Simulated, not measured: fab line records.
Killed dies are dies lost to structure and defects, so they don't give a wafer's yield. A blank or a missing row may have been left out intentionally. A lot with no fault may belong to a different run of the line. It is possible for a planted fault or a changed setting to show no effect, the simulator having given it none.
Matching of chambers ; flow nand-harc ; NHARC_P_ZERO_WELL_DESCUM_54 on rie-diel-01: 4 sister chambers
The step chemistry O2, time 3 s. 14 wafers are shown with their chamber, then 7 later ones without.

## EACH WAFER AND ITS CHAMBER
wafer;chamber;drypump-motor-current-A (A);rf-vpp-V (V);oes-product-au (a.u.)
L783.1;0;5.8;56.5;1.003
L783.3;2;5.1;57.7;1.004
L783.6;1;6.5;58.8;1.008
L784.2;0;5.8;57.4;0.991
L784.3;2;5.2;56.5;1.002
L784.5;1;6.5;58.2;1.003
L785.2;0;5.8;58.0;0.991
L785.3;2;5.2;55.6;1.008
L785.5;3;5.9;58.8;1.007
L786.2;2;5.2;56.5;1.011
L786.3;0;5.8;57.8;1.000
L786.5;0;5.8;58.0;1.008
L788.1;0;5.8;58.0;0.996
L788.4;0;5.9;57.5;0.994

SIGNATURES, as means of the wafers listed above
reading;chamber 0;chamber 1;chamber 2;chamber 3;scatter within a chamber
drypump-motor-current-A;5.814;6.500;5.175;5.900;0.0401
rf-vpp-V;57.600;58.500;56.575;58.800;0.647
oes-product-au;0.99757;1.00550;1.00625;1.00700;0.00554
Rule: a wafer's distance from a chamber is the root of the sum, over the readings, of the square of ((its reading less the chamber's mean) divided by the reading's scatter). If the next closest chamber is less than 2 further off than the closest, the wafer can't be placed; otherwise it belongs to the closest. The scatter: take each reading less its chamber's mean, square it, sum over the shown wafers, divide by the number of wafers less the number of chambers, and take the root.

## WAFERS WHOSE CHAMBER IS MISSING
wafer;drypump-motor-current-A (A);rf-vpp-V (V);oes-product-au (a.u.)
L788.6;5.2;56.1;0.995
L799.2;5.9;58.2;1.001
L799.3;6.6;57.8;1.010
L799.4;5.9;57.5;1.012
L801.2;5.9;57.9;0.995
L801.4;6.5;58.6;1.014
L801.5;5.8;57.3;1.004

## EACH ONE'S CHAMBER
wafer;from the rows above;in truth
L788.6;2;2
L799.2;can't be placed: 3 or 0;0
L799.3;1;1
L799.4;can't be placed: 3 or 0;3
L801.2;can't be placed: 0 or 3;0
L801.4;1;1
L801.5;0;0
4 of 7 placed correctly. Not placeable from these rows: 3 (in 3, the candidates include the true chamber). Wrongly placed: 0.
